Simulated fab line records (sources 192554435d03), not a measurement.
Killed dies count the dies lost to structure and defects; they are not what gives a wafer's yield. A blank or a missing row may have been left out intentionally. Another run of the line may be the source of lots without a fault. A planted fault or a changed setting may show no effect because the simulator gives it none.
fab line records	flow n5-finfet	part 1 of 2: steps 1 to 15 of 16
record lots=7	wafers=21	last-day=17
route steps=1938 shown HKMG_FIN@426 BEOL_M4@1111 PASSIVATION@1936
lots that met no fault: from a run of the same line without faults
start-h: hours from the record's opening day to when the first of the lot's shown wafers began	wait-h: how many hours have passed since the lot's step before this one	" the same as in the row above	L1.1+2: several wafers, shown together as one row	- value missing, or start not given	* or withheld: withheld	< > ~ a bound
route shown NAME@n: a module of which the file shows steps, and the number in the route of the first	usual: mean/standard deviation taken from wafers without a fault	same: alike in all rows	chamber/n: place in a boat	sites: the reading at each site	_std_site: their standard deviation	_edge_site: the outer-site mean with the inner-site mean subtracted	radius-mm: how far each site lies from the wafer's centre	mask NAME#n: copy n	behind: tool/chamber where the wafer was last shaped	hold: cause of the lot's hold/its duration in hours/its outcome	device: transistor that didn't switch, given as n, p or np	end of line: the same wafers' tests at the end of the route	where a step has no rows: the recipe by itself	killed: the dies lost at the first sort to structure and to defects; this is not the yield of the wafer	map: shows each die of a wafer: x if killed, . if not, _ if none is there
set.NAME: the setting the step ran with; set.NAME@STEP: the setting that earlier step ran with	model.NAME: the simulator's own value behind a step, which no gauge read
a table for each step, a row for each wafer; lots at some steps of the route
services: the hour from which a tool's chamber was out of use, counted from the record's first day as start-h (under 0 if before that day), plus the number of hours and why
## steps
# step N5_HKMG_FIN_SOFTBAKE_07
# recipe temp-c=110	time-s=60	resist=CAR-ArF
# step N5_HKMG_FIN_EXPOSE_09
# recipe mask-id=NWFM	na=1.35	source-shape=conventional	sigma-outer=0.8	polarization=unpolarized	dose-mj=39.25
# step N5_HKMG_FIN_PEB_10
# recipe peb-temp-c=withheld	peb-time-s=60	resist=CAR-ArF
# step N5_HKMG_FIN_DEVELOP_11
# recipe develop-time-s=30	developer=TMAH	resist=CAR-ArF	dev-temp-c=23	rinse-liquid=diw	dry=air-spin
# step N5_HKMG_FIN_CD_MEAS_12
# recipe target-cd-nm=92.8	landing-energy-ev=500	detector=se-inlens
# usual cd-nm=92.5/0.52
lot.wafer	tool	chamber	start-h	wait-h	cd-nm
L762.1	cd-sem-01	0	75.25	-	92.1
L762.3	"	0	"	"	92.9
L762.4	"	0	"	"	92.9
L768.2	cd-sem-03	0	109.76	-	93.1
L768.4	"	0	"	"	93.2
L768.5	"	0	"	"	93.3
L770.2	cd-sem-02	0	122.94	-	93.7
L770.3	"	0	"	"	92.7
L770.5	"	0	"	"	93.1
L771.3	cd-sem-01	0	126.79	-	93.2
L771.5	"	0	"	"	93.1
L771.6	"	0	"	"	92.3
L774.3	cd-sem-02	0	147.28	-	92.5
L774.5	"	0	"	"	91.7
L774.6	"	0	"	"	92.3
L783.2	cd-sem-02	0	205.88	-	92.3
L783.5	"	0	"	"	91.6
L783.6	"	0	"	"	92.8
L784.1	cd-sem-02	0	211.95	-	92.6
L784.4	"	0	"	"	92.9
L784.5	"	0	"	"	92.2
# step N5_HKMG_FIN_OVL_MEAS_13
# recipe points-per-wafer=44
# usual NWFM_OVL=0.0/0.89
lot.wafer	tool	chamber	start-h	wait-h	NWFM_OVL[nm]
L762.1	overlay-02	0	75.28	0.0	0.2
L762.3	"	0	"	"	0.5
L762.4	"	0	"	"	-0.5
L768.2	overlay-02	0	109.79	0.0	-0.1
L768.4	"	0	"	"	-0.8
L768.5	"	0	"	"	-1.2
L770.2	overlay-01	0	122.97	0.0	0.6
L770.3	"	0	"	"	0.4
L770.5	"	0	"	"	0.2
L771.3	overlay-01	0	126.81	0.0	0.1
L771.5	"	0	"	"	0.8
L771.6	"	0	"	"	1.7
L774.3	overlay-01	0	147.31	0.0	-1.1
L774.5	"	0	"	"	-0.9
L774.6	"	0	"	"	-0.6
L783.2	overlay-01	0	205.91	0.0	0.4
L783.5	"	0	"	"	0.9
L783.6	"	0	"	"	-0.2
L784.1	overlay-02	0	211.98	0.0	1.3
L784.4	"	0	"	"	0.8
L784.5	"	0	"	"	1.1
# step N5_HKMG_FIN_INSPECT_14
# recipe mode=adi	inspect-instrument=macro
# usual raw-defect-count=2.1/1.4
lot.wafer	tool	chamber	start-h	wait-h	raw-defect-count
L762.1	defect-inspect-02	-	75.30	0.0	3
L762.3	"	-	"	"	2
L762.4	"	-	"	"	3
L768.2	defect-inspect-02	-	109.81	0.0	2
L768.4	"	-	"	"	2
L768.5	"	-	"	"	2
L770.2	defect-inspect-01	-	122.99	0.0	2
L770.3	"	-	"	"	2
L770.5	"	-	"	"	3
L771.3	defect-inspect-02	-	126.84	0.0	2
L771.5	"	-	"	"	3
L771.6	"	-	"	"	3
L774.3	defect-inspect-02	-	147.33	0.0	2
L774.5	"	-	"	"	2
L774.6	"	-	"	"	1
L783.2	defect-inspect-01	-	205.93	0.0	3
L783.5	"	-	"	"	0
L783.6	"	-	"	"	3
L784.1	defect-inspect-01	-	212.01	0.0	4
L784.4	"	-	"	"	3
L784.5	"	-	"	"	2
# step N5_HKMG_FIN_DESCUM_17
# recipe chemistry=O2	time-s=7.9	source-power-w=50	bias-power-w=20	pressure-mtorr=20	rf-frequency-hz=2.712e+07	temp-c=40	resist=CAR-ArF	o2-flow-sccm=225
# usual drypump-motor-current-A=5.8/0.58	oes-product-au=0.79/0.071	rf-vpp-V=243.2/1.3	showerhead-plenum-p-Torr=2.09/0.075	throttle-valve-pct=20.44/0.27
lot.wafer	tool	chamber	start-h	wait-h	drypump-motor-current-A	oes-product-au	rf-hours-counter-h	rf-vpp-V	showerhead-plenum-p-Torr	throttle-valve-pct
L762.1	rie-diel-06	1	75.34	0.0	5.7	0.79	104	243.6	2.20	20.79
L762.3	"	0	"	"	6.8	0.81	77	243.0	2.02	19.98
L762.4	"	2	"	"	5.9	0.76	121	242.1	2.02	20.22
L768.2	rie-diel-06	3	110.52	0.7	4.9	0.83	67	243.9	2.12	20.46
L768.4	"	1	"	"	5.7	0.77	117	244.3	2.20	20.81
L768.5	"	2	"	"	6.0	0.74	-	240.2	2.01	20.23
L770.2	rie-diel-06	0	123.76	0.8	6.8	0.80	94	242.9	2.01	20.00
L770.3	"	2	"	"	6.0	0.75	138	241.4	2.01	20.24
L770.5	"	2	"	"	6.0	0.75	-	242.9	2.01	20.24
L771.3	rie-diel-02	1	126.87	0.0	5.5	0.71	195	245.1	2.17	20.62
L771.5	"	1	"	"	5.5	0.71	-	243.0	2.17	20.61
L771.6	"	0	"	"	5.3	0.94	-	242.6	2.06	19.97
L774.3	rie-diel-06	3	147.92	0.6	4.9	0.81	79	244.3	2.11	20.47
L774.5	"	1	"	"	5.7	0.76	-	245.1	2.20	20.81
L774.6	"	0	"	"	6.8	0.79	-	241.4	2.01	20.03
L783.2	rie-diel-02	2	206.20	0.3	6.5	0.82	92	243.9	2.10	20.52
L783.5	"	3	"	"	5.1	0.66	-	243.5	2.06	20.90
L783.6	"	2	"	"	6.5	0.83	-	243.5	2.10	20.51
L784.1	rie-diel-06	0	212.04	0.0	6.8	0.77	121	241.8	2.00	20.05
L784.4	"	2	"	"	5.9	0.71	171	242.0	2.00	20.30
L784.5	"	3	"	"	4.9	0.78	-	243.0	2.10	20.51
# step N5_HKMG_FIN_ETCH_31
# recipe chemistry=CF4	target=SiARC	target-depth-a=455	mask-material=CAR-ArF	time-s=75.8	ion-energy-ev=80	pressure-mtorr=40	source-w=545	bias-w=36	Ar_flow_sccm=100	cf4-flow-sccm=100	ends=cleared
# usual bias-w=36.00/0.11	drypump-motor-current-A=5.8/0.58	etch-rf-on-time-s=76.0/1.2	oes-product-au=0.67/0.061	rf-vpp-V=184.0/1.1	showerhead-plenum-p-Torr=2.14/0.069	throttle-valve-pct=15.61/0.24
lot.wafer	tool	chamber	start-h	wait-h	bias-w	drypump-motor-current-A	etch-rf-on-time-s	oes-product-au	rf-hours-counter-h	rf-vpp-V	showerhead-plenum-p-Torr	throttle-valve-pct
L762.1	rie-diel-06	1	75.37	0.0	36.10	5.7	75.5	0.67	104	183.3	2.23	15.83
L762.3	"	0	"	"	35.91	6.8	76.6	0.69	77	182.9	2.08	15.29
L762.4	"	2	"	"	35.93	6.0	76.8	0.64	121	182.5	2.07	15.42
L768.2	rie-diel-06	3	110.56	0.0	36.02	4.9	74.8	0.71	67	185.0	2.17	15.58
L768.4	"	1	"	"	36.01	5.7	75.8	0.66	117	185.2	2.23	15.86
L768.5	"	2	"	"	35.98	6.0	76.0	0.64	-	183.0	2.06	15.44
L770.2	rie-diel-06	0	123.80	0.0	35.93	6.9	77.4	0.68	94	182.8	2.08	15.34
L770.3	"	2	"	"	35.85	6.0	78.2	0.62	138	185.0	2.06	15.46
L770.5	"	2	"	"	36.06	6.0	77.8	0.63	-	183.9	2.06	15.46
L771.3	rie-diel-02	1	126.91	0.0	36.02	5.5	76.0	0.61	195	185.5	2.21	15.84
L771.5	"	1	"	"	36.05	5.5	75.1	0.61	-	183.7	2.21	15.83
L771.6	"	0	"	"	36.15	5.2	73.7	0.80	-	183.7	2.10	15.05
L774.3	rie-diel-06	3	147.95	0.0	35.80	4.9	74.9	0.70	79	185.5	2.16	15.60
L774.5	"	1	"	"	35.90	5.7	75.7	0.65	-	186.0	2.23	15.88
L774.6	"	0	"	"	36.28	6.8	75.7	0.67	-	182.6	2.07	15.36
L783.2	rie-diel-02	2	206.23	0.0	35.98	6.4	75.2	0.71	92	185.2	2.16	15.71
L783.5	"	3	"	"	35.76	5.1	78.7	0.57	-	183.2	2.11	16.10
L783.6	"	2	"	"	36.10	6.4	74.6	0.70	-	185.2	2.16	15.71
L784.1	rie-diel-06	0	212.08	0.0	35.90	6.9	77.5	0.65	121	183.2	2.07	15.39
L784.4	"	2	"	"	36.03	5.9	77.6	0.60	172	183.5	2.05	15.52
L784.5	"	3	"	"	35.95	4.9	75.6	0.68	-	183.4	2.15	15.68
# step N5_HKMG_FIN_ETCH_32
# recipe chemistry=N2/H2	target=SOC	target-depth-a=2400	temp-c=40	time-s=300	ion-energy-ev=200	mask-material=SiARC	pressure-mtorr=30	source-w=840	bias-w=150	n2-flow-sccm=200	h2-flow-sccm=200
# usual bias-w=150.0/0.43	drypump-motor-current-A=5.8/0.58	oes-product-au=0.78/0.072	rf-vpp-V=523.9/2.6	showerhead-plenum-p-Torr=2.55/0.088	throttle-valve-pct=17.89/0.28
lot.wafer	tool	chamber	start-h	wait-h	bias-w	drypump-motor-current-A	oes-product-au	rf-hours-counter-h	rf-vpp-V	showerhead-plenum-p-Torr	throttle-valve-pct
L762.1	rie-diel-06	1	75.43	0.0	149.3	5.7	0.78	104	527.1	2.67	18.17
L762.3	"	0	"	"	149.5	6.9	0.82	77	523.3	2.47	17.47
L762.4	"	2	"	"	150.5	5.9	0.75	122	522.3	2.45	17.60
L768.2	rie-diel-06	3	110.61	0.0	149.9	4.9	0.84	67	525.4	2.58	18.00
L768.4	"	1	"	"	150.4	5.7	0.77	117	527.8	2.67	18.20
L768.5	"	2	"	"	149.7	5.9	0.75	-	520.8	2.44	17.61
L770.2	rie-diel-06	0	123.86	0.0	150.1	6.8	0.79	94	523.1	2.46	17.50
L770.3	"	2	"	"	150.3	5.9	0.74	138	521.6	2.44	17.61
L770.5	"	2	"	"	150.1	6.0	0.74	-	520.4	2.44	17.62
L771.3	rie-diel-02	1	126.96	0.0	150.0	5.5	0.71	195	526.3	2.64	18.14
L771.5	"	1	"	"	150.3	5.5	0.72	-	526.9	2.64	18.12
L771.6	"	0	"	"	149.3	5.3	0.93	-	522.9	2.50	17.49
L774.3	rie-diel-06	3	148.01	0.0	149.8	4.9	0.82	79	525.3	2.58	18.03
L774.5	"	1	"	"	150.2	5.7	0.75	-	527.1	2.66	18.20
L774.6	"	0	"	"	150.1	6.9	0.79	-	522.7	2.46	17.53
L783.2	rie-diel-02	2	206.29	0.0	150.5	6.5	0.83	92	527.0	2.57	17.99
L783.5	"	3	"	"	150.6	5.1	0.66	-	523.5	2.52	18.47
L783.6	"	2	"	"	150.0	6.4	0.83	-	524.8	2.57	17.97
L784.1	rie-diel-06	0	212.13	0.0	150.4	6.8	0.76	121	521.5	2.45	17.56
L784.4	"	2	"	"	150.9	5.9	0.72	172	522.5	2.43	17.69
L784.5	"	3	"	"	150.0	4.9	0.79	-	524.2	2.57	18.06
# step N5_HKMG_FIN_STRIP_33
# recipe chemistry=N2/H2	temp-c=40	n2-flow-sccm=200	h2-flow-sccm=200	rf-frequency-hz=6e+07
# step N5_HKMG_FIN_STRIP_34
# recipe chemistry=CF4	resist=SiARC	power-w=300	bias-power-w=75	pressure-mtorr=50	cf4-flow-sccm=150	rf-frequency-hz=6e+07
# usual drypump-motor-current-A=5.8/0.58	oes-product-au=0.78/0.064	rf-vpp-V=271.1/1.5	showerhead-plenum-p-Torr=1.79/0.056	throttle-valve-pct=13.58/0.23
lot.wafer	tool	chamber	start-h	wait-h	drypump-motor-current-A	oes-product-au	rf-hours-counter-h	rf-vpp-V	showerhead-plenum-p-Torr	throttle-valve-pct
L762.1	rie-diel-06	1	75.62	0.0	5.7	0.77	104	273.9	1.87	13.75
L762.3	"	0	"	"	6.9	0.81	77	270.4	1.75	13.31
L762.4	"	2	"	"	5.9	0.75	122	268.9	1.73	13.40
L768.2	rie-diel-06	3	110.80	0.0	4.9	0.82	67	271.7	1.82	13.55
L768.4	"	1	"	"	5.7	0.75	117	271.4	1.86	13.80
L768.5	"	2	"	"	5.9	0.74	-	269.4	1.73	13.43
L770.2	rie-diel-06	0	124.05	0.0	6.8	0.80	94	269.6	1.75	13.35
L770.3	"	2	"	"	5.9	0.74	138	270.1	1.73	13.45
L770.5	"	2	"	"	5.9	0.74	-	270.9	1.73	13.45
L771.3	rie-diel-02	1	127.15	0.0	5.5	0.71	195	272.2	1.85	13.81
L771.5	"	1	"	"	5.5	0.70	-	271.8	1.85	13.83
L771.6	"	0	"	"	5.3	0.91	-	270.1	1.76	13.00
L774.3	rie-diel-06	3	148.20	0.0	4.9	0.80	79	269.4	1.81	13.57
L774.5	"	1	"	"	5.7	0.75	-	272.6	1.86	13.83
L774.6	"	0	"	"	6.8	0.79	-	270.0	1.75	13.36
L783.2	rie-diel-02	2	206.48	0.0	6.5	0.81	92	271.3	1.80	13.65
L783.5	"	3	"	"	5.1	0.67	-	270.7	1.76	14.08
L783.6	"	2	"	"	6.4	0.81	-	271.2	1.80	13.66
L784.1	rie-diel-06	0	212.32	0.0	6.8	0.76	121	270.3	1.74	13.40
L784.4	"	2	"	"	5.9	0.71	172	268.0	1.72	13.51
L784.5	"	3	"	"	4.9	0.78	-	270.7	1.80	13.63
# step N5_HKMG_FIN_ETCH_35
# recipe chemistry=N2/H2	target=SOC	target-depth-a=2158	ion-energy-ev=65	bias-w=5	source-w=3000	time-s=243.4	pressure-mtorr=30	n2-flow-sccm=200	h2-flow-sccm=200
# usual bias-w=5.001/0.016	drypump-motor-current-A=5.8/0.58	oes-product-au=0.78/0.071	rf-vpp-V=141.7/1.1	showerhead-plenum-p-Torr=2.55/0.088	throttle-valve-pct=17.89/0.28
lot.wafer	tool	chamber	start-h	wait-h	bias-w	drypump-motor-current-A	oes-product-au	rf-hours-counter-h	rf-vpp-V	showerhead-plenum-p-Torr	throttle-valve-pct
L762.1	rie-diel-06	1	75.64	0.0	4.976	5.7	0.78	104	143.3	2.67	18.18
L762.3	"	0	"	"	5.021	6.9	0.81	77	140.9	2.47	17.48
L762.4	"	2	"	"	4.993	6.0	0.75	122	140.5	2.45	17.61
L768.2	rie-diel-06	3	110.82	0.0	4.822	4.9	0.82	67	137.5	2.58	18.00
L768.4	"	1	"	"	4.823	5.7	0.76	118	139.1	2.67	18.20
L768.5	"	2	"	"	4.827	5.9	0.73	-	138.5	2.44	17.62
L770.2	rie-diel-06	0	124.07	0.0	4.812	6.9	0.78	94	137.1	2.46	17.51
L770.3	"	2	"	"	4.818	6.0	0.73	138	137.8	2.44	17.63
L770.5	"	2	"	"	4.820	5.9	0.73	-	136.0	2.44	17.64
L771.3	rie-diel-02	1	127.17	0.0	4.984	5.5	0.72	195	141.1	2.64	18.13
L771.5	"	1	"	"	4.989	5.5	0.71	-	142.1	2.64	18.12
L771.6	"	0	"	"	4.993	5.3	0.93	-	140.7	2.50	17.50
L774.3	rie-diel-06	3	148.22	0.0	4.800	4.9	0.81	79	139.2	2.58	18.01
L774.5	"	1	"	"	4.824	5.7	0.75	-	137.3	2.66	18.22
L774.6	"	0	"	"	4.795	6.9	0.77	-	136.7	2.46	17.52
L783.2	rie-diel-02	2	206.50	0.0	4.999	6.5	0.82	92	141.5	2.57	17.97
L783.5	"	3	"	"	5.008	5.1	0.66	-	142.0	2.52	18.49
L783.6	"	2	"	"	4.981	6.5	0.83	-	140.7	2.57	17.98
L784.1	rie-diel-06	0	212.34	0.0	5.008	6.8	0.77	121	140.3	2.45	17.54
L784.4	"	2	"	"	4.993	5.9	0.72	172	142.0	2.43	17.69
L784.5	"	3	"	"	4.994	4.9	0.79	-	143.5	2.57	18.08
# step N5_HKMG_FIN_STRIP_92
# recipe chemistry=N2/H2	material=SOC	time-s=20	power-w=500	temp-c=40	pressure-mtorr=50	rf-frequency-hz=6e+07	bias-power-w=8	h2-frac=0.5	n2-flow-sccm=300	h2-flow-sccm=300
# usual drypump-motor-current-A=5.8/0.58	oes-product-au=0.78/0.071	rf-vpp-V=54.2/0.86	showerhead-plenum-p-Torr=3.36/0.11	throttle-valve-pct=19.1/0.4
lot.wafer	tool	chamber	start-h	wait-h	drypump-motor-current-A	oes-product-au	rf-hours-counter-h	rf-vpp-V	showerhead-plenum-p-Torr	throttle-valve-pct
L762.1	rie-diel-06	1	75.79	0.1	5.7	0.77	104	54.4	3.52	19.4
L762.3	"	0	"	"	6.8	0.80	77	55.6	3.27	18.6
L762.4	"	2	"	"	5.9	0.75	122	53.1	3.24	18.7
L768.2	rie-diel-06	3	110.97	0.1	4.9	0.83	67	54.8	3.41	19.5
L768.4	"	1	"	"	5.7	0.76	118	55.0	3.52	19.5
L768.5	"	2	"	"	6.0	0.74	-	54.0	3.23	18.7
L770.2	rie-diel-06	0	124.21	0.1	6.8	0.79	94	53.7	3.26	18.6
L770.3	"	2	"	"	5.9	0.73	139	53.7	3.23	18.7
L770.5	"	2	"	"	5.9	0.73	-	53.7	3.23	18.7
L771.3	rie-diel-02	1	127.32	0.1	5.5	0.72	195	54.1	3.48	19.4
L771.5	"	1	"	"	5.5	0.72	-	55.2	3.48	19.4
L771.6	"	0	"	"	5.3	0.95	-	54.5	3.31	19.2
L774.3	rie-diel-06	3	148.37	0.1	4.9	0.82	79	55.9	3.40	19.5
L774.5	"	1	"	"	5.7	0.76	-	55.1	3.51	19.5
L774.6	"	0	"	"	6.8	0.79	-	54.4	3.25	18.6
L783.2	rie-diel-02	2	206.65	0.1	6.5	0.83	92	53.7	3.39	19.1
L783.5	"	3	"	"	5.1	0.66	-	55.1	3.32	20.0
L783.6	"	2	"	"	6.5	0.83	-	54.7	3.39	19.1
L784.1	rie-diel-06	0	212.49	0.1	6.8	0.77	121	53.8	3.24	18.6
L784.4	"	2	"	"	6.0	0.72	172	54.1	3.21	18.8
L784.5	"	3	"	"	4.9	0.79	-	54.8	3.39	19.6
# step N5_BEOL_M4_RC_MEAS_101
# usual DIBL_N=36.3/1	DIBL_P=36.2/1.4	IOFF_N=0.157/0.021	IOFF_P=0.206/0.025	ION_N=673/9	ION_P=461/6.4	SS_N=71.5/0.5	SS_P=73.2/0.47	VT_N=249.9/2.4	VT_P=-250.6/2.9
lot.wafer	tool	chamber	start-h	wait-h	DIBL_N[mV/V]	DIBL_P[mV/V]	IOFF_N[nA/um]	IOFF_P[nA/um]	ION_N[uA/um]	ION_P[uA/um]	SS_N[mV/dec]	SS_P[mV/dec]	VT_N[mV]	VT_P[mV]
L762.1	prober-01	0	168.10	0.0	35.9	36.1	0.139	0.178	662	456	71.5	73.0	249.5	-254.4
L762.3	"	0	"	"	36.2	36.0	0.142	0.190	675	461	71.3	72.7	249.2	-254.6
L762.4	"	0	"	"	35.8	35.3	0.131	0.169	663	453	71.9	72.6	251.9	-255.3
L768.2	prober-01	0	201.70	0.2	38.3	36.8	0.173	0.210	677	462	71.7	73.0	248.6	-252.0
L768.4	"	0	"	"	37.3	36.1	0.155	0.206	684	468	71.7	73.3	248.2	-249.6
L768.5	"	0	"	"	37.6	37.2	0.176	0.225	683	464	71.7	73.3	246.7	-250.1
L770.2	prober-02	0	206.60	0.2	35.1	34.1	0.125	0.161	655	444	71.0	72.9	256.7	-255.4
L770.3	"	0	"	"	37.0	36.5	0.158	0.193	686	465	71.8	73.1	249.2	-253.4
L770.5	"	0	"	"	37.7	36.6	0.166	0.201	666	456	71.8	73.0	249.7	-252.3
L771.3	prober-02	0	211.57	0.3	37.2	37.5	0.185	0.213	680	455	71.5	73.9	246.9	-251.7
L771.5	"	0	"	"	35.6	35.5	0.149	0.183	675	462	71.3	73.5	248.9	-252.8
L771.6	"	0	"	"	35.9	35.8	0.148	0.178	672	452	71.0	72.6	251.5	-255.5
L774.3	prober-02	0	237.44	0.3	38.8	39.5	0.204	0.247	677	460	72.6	74.1	248.8	-250.0
L774.5	"	0	"	"	36.2	36.4	0.145	0.191	665	457	72.5	73.2	256.0	-251.6
L774.6	"	0	"	"	36.1	36.1	0.147	0.190	677	464	72.6	72.7	251.3	-252.7
L783.2	prober-01	0	289.31	0.2	37.5	36.1	0.166	0.236	683	470	72.1	72.6	248.3	-246.5
L783.5	"	0	"	"	37.4	35.7	0.164	0.234	678	463	71.5	73.8	250.8	-245.9
L783.6	"	0	"	"	36.6	35.1	0.152	0.210	675	463	70.4	73.3	249.1	-250.4
L784.1	prober-02	0	301.67	0.0	37.1	37.4	0.172	0.208	676	463	71.5	73.3	251.2	-251.8
L784.4	"	0	"	"	36.7	36.5	0.165	0.203	674	458	71.5	73.2	250.1	-251.7
L784.5	"	0	"	"	35.8	36.0	0.148	0.184	675	456	71.2	74.2	251.8	-252.5
## key
first-sign step=N5_HKMG_FIN_ETCH_35	reading=bias-w	direction=down	sigmas=12	usual=*	struck=*
effect step=N5_HKMG_FIN_ETCH_35	reading=rf-vpp-V	direction=down	sigmas=3.6	usual=141.7	struck=137.7
met-at N5_HKMG_FIN_ETCH_35
struck-wafers L768.2,L768.4,L768.5,L770.2,L770.3,L770.5,L774.3,L774.5,L774.6
onset-between 75.64 110.82
fault kind=process-parameter-drift	tool=rie-diel-06	chamber=-	onset-h=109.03	steps=N5_HKMG_FIN_ETCH_35	channel=bias-w	offset=*	shape=step	end-h=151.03	acts-in=*	stated=*
